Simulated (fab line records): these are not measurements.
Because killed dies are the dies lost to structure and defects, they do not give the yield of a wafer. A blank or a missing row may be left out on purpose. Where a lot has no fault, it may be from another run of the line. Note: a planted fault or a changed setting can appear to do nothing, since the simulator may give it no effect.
Matching of chambers ; flow nand harc ; rie diel-13 running NHARC_P_M2_ETCH_35: 4 sister chambers
The step etches the open film in N2/H2, target depth 40 nm, overetch 12 nm, time 43.94 s. 14 wafers are shown with their chamber, then 7 later ones without.

WAFERS, EACH WITH ITS CHAMBER
wafer;chamber;showerhead plenum p Torr (Torr);rf vpp V (V);rf fwd power W (W)
L076.1;3;2.13;433.9;393.6
L076.3;1;2.09;431.7;392.2
L076.6;1;2.09;432.5;396.6
L081.4;0;2.05;430.5;396.0
L081.5;3;2.13;432.6;395.7
L081.6;0;2.05;430.8;394.2
L086.2;0;2.05;430.7;397.1
L086.3;1;2.08;432.9;393.4
L086.4;2;1.94;428.2;392.3
L088.1;1;2.08;431.7;391.7
L088.2;3;2.13;433.0;394.9
L088.6;0;2.05;430.5;395.0
L089.1;1;2.08;432.2;392.9
L089.2;3;2.13;433.4;395.7

SIGNATURES (means of the wafers above)
reading;chamber 0;chamber 1;chamber 2;chamber 3;scatter within a chamber
showerhead plenum p Torr;2.0500;2.0840;1.9400;2.1300;0.00346
rf vpp V;430.625;432.200;428.200;433.225;0.456
rf fwd power W;395.575;393.360;392.300;394.975;1.5
Rule: a wafer's distance from a chamber is the root of the sum, over the readings, of the square of ((its reading less the chamber's mean) divided by the reading's scatter). If the next closest chamber is less than 2 further off than the closest, the wafer can't be placed; otherwise it belongs to the closest. The scatter is the square root of a quotient: the sum, over the shown wafers, of each reading's squared deviation from its chamber's mean, divided by wafers minus chambers.

WAFERS WHOSE CHAMBER IS MISSING
wafer;showerhead plenum p Torr (Torr);rf vpp V (V);rf fwd power W (W)
L089.5;1.94;428.2;394.8
L090.1;2.05;430.2;393.7
L090.3;1.94;428.3;394.4
L090.6;2.13;433.8;396.3
L092.2;2.05;431.6;395.1
L092.3;2.08;431.0;391.9
L092.5;2.13;432.1;396.4

EACH ONE'S CHAMBER
wafer;from the rows above;in truth
L089.5;2;2
L090.1;0;0
L090.3;2;2
L090.6;3;3
L092.2;0;0
L092.3;1;1
L092.5;3;3
Correctly placed: 7 of 7. Not placeable from these rows: 0. Number placed wrongly: 0.
